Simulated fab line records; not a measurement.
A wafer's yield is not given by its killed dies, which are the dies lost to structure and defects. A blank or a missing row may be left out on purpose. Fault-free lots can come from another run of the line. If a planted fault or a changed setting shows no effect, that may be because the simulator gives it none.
Matching of chambers / flow n5 finfet / 4 sister chambers for N5_BEOL_M10_ETCH_66 on rie diel-05
The step etches SOC in N2/H2, target depth 120 nm, overetch 24 nm, time 180 s. 16 wafers are shown with their chamber, then 8 later ones without.

## WAFERS WITH THEIR CHAMBER
wafer=L077.4; chamber=3; throttle valve pct (%)=18.21; showerhead plenum p Torr (Torr)=2.59; drypump motor current A (A)=5.1
wafer=L077.5; chamber=1; throttle valve pct (%)=17.24; showerhead plenum p Torr (Torr)=2.62; drypump motor current A (A)=5.6
wafer=L077.6; chamber=0; throttle valve pct (%)=17.90; showerhead plenum p Torr (Torr)=2.45; drypump motor current A (A)=5.4
wafer=L076.3; chamber=1; throttle valve pct (%)=17.25; showerhead plenum p Torr (Torr)=2.62; drypump motor current A (A)=5.6
wafer=L076.4; chamber=3; throttle valve pct (%)=18.21; showerhead plenum p Torr (Torr)=2.59; drypump motor current A (A)=5.1
wafer=L076.5; chamber=3; throttle valve pct (%)=18.20; showerhead plenum p Torr (Torr)=2.59; drypump motor current A (A)=5.1
wafer=L081.2; chamber=2; throttle valve pct (%)=17.60; showerhead plenum p Torr (Torr)=2.62; drypump motor current A (A)=5.1
wafer=L081.3; chamber=0; throttle valve pct (%)=17.90; showerhead plenum p Torr (Torr)=2.45; drypump motor current A (A)=5.4
wafer=L081.5; chamber=2; throttle valve pct (%)=17.60; showerhead plenum p Torr (Torr)=2.62; drypump motor current A (A)=5.2
wafer=L084.1; chamber=1; throttle valve pct (%)=17.28; showerhead plenum p Torr (Torr)=2.61; drypump motor current A (A)=5.6
wafer=L084.4; chamber=0; throttle valve pct (%)=17.94; showerhead plenum p Torr (Torr)=2.44; drypump motor current A (A)=5.4
wafer=L084.6; chamber=1; throttle valve pct (%)=17.28; showerhead plenum p Torr (Torr)=2.61; drypump motor current A (A)=5.6
wafer=L088.3; chamber=2; throttle valve pct (%)=17.64; showerhead plenum p Torr (Torr)=2.61; drypump motor current A (A)=5.2
wafer=L088.4; chamber=1; throttle valve pct (%)=17.31; showerhead plenum p Torr (Torr)=2.61; drypump motor current A (A)=5.6
wafer=L088.5; chamber=1; throttle valve pct (%)=17.29; showerhead plenum p Torr (Torr)=2.61; drypump motor current A (A)=5.6
wafer=L091.1; chamber=2; throttle valve pct (%)=17.65; showerhead plenum p Torr (Torr)=2.61; drypump motor current A (A)=5.1

SIGNATURES (means of the wafers above)
reading=throttle valve pct; chamber 0=17.9133; chamber 1=17.2750; chamber 2=17.6225; chamber 3=18.2067; scatter within a chamber=0.0234
reading=showerhead plenum p Torr; chamber 0=2.4467; chamber 1=2.6133; chamber 2=2.6150; chamber 3=2.5900; scatter within a chamber=0.005
reading=drypump motor current A; chamber 0=5.400; chamber 1=5.600; chamber 2=5.150; chamber 3=5.100; scatter within a chamber=0.0289
Rule: a wafer's distance from a chamber is the root of the sum, over the readings, of the square of ((its reading less the chamber's mean) divided by the reading's scatter). If the next closest chamber is less than 2 further off than the closest, the wafer can't be placed; otherwise it belongs to the closest. The scatter: the root of (the sum of the squares of (reading less its chamber's mean) over the shown wafers, divided by (wafers less chambers)).

## WAFERS MISSING THEIR CHAMBER
wafer=L091.5; throttle valve pct (%)=18.28; showerhead plenum p Torr (Torr)=2.58; drypump motor current A (A)=5.1
wafer=L091.6; throttle valve pct (%)=17.66; showerhead plenum p Torr (Torr)=2.61; drypump motor current A (A)=5.2
wafer=L093.2; throttle valve pct (%)=17.65; showerhead plenum p Torr (Torr)=2.61; drypump motor current A (A)=5.1
wafer=L093.4; throttle valve pct (%)=17.30; showerhead plenum p Torr (Torr)=2.60; drypump motor current A (A)=5.6
wafer=L093.6; throttle valve pct (%)=18.28; showerhead plenum p Torr (Torr)=2.58; drypump motor current A (A)=5.1
wafer=L095.1; throttle valve pct (%)=17.32; showerhead plenum p Torr (Torr)=2.60; drypump motor current A (A)=5.6
wafer=L095.4; throttle valve pct (%)=17.96; showerhead plenum p Torr (Torr)=2.44; drypump motor current A (A)=5.4
wafer=L095.6; throttle valve pct (%)=18.27; showerhead plenum p Torr (Torr)=2.58; drypump motor current A (A)=5.1

## WHICH CHAMBER EACH WENT THROUGH
wafer=L091.5; from the rows above=3; in truth=3
wafer=L091.6; from the rows above=2; in truth=2
wafer=L093.2; from the rows above=2; in truth=2
wafer=L093.4; from the rows above=1; in truth=1
wafer=L093.6; from the rows above=3; in truth=3
wafer=L095.1; from the rows above=1; in truth=1
wafer=L095.4; from the rows above=0; in truth=0
wafer=L095.6; from the rows above=3; in truth=3
Correct placement for 8 of the 8. Can't be placed from these rows: 0. 0 placed wrongly.
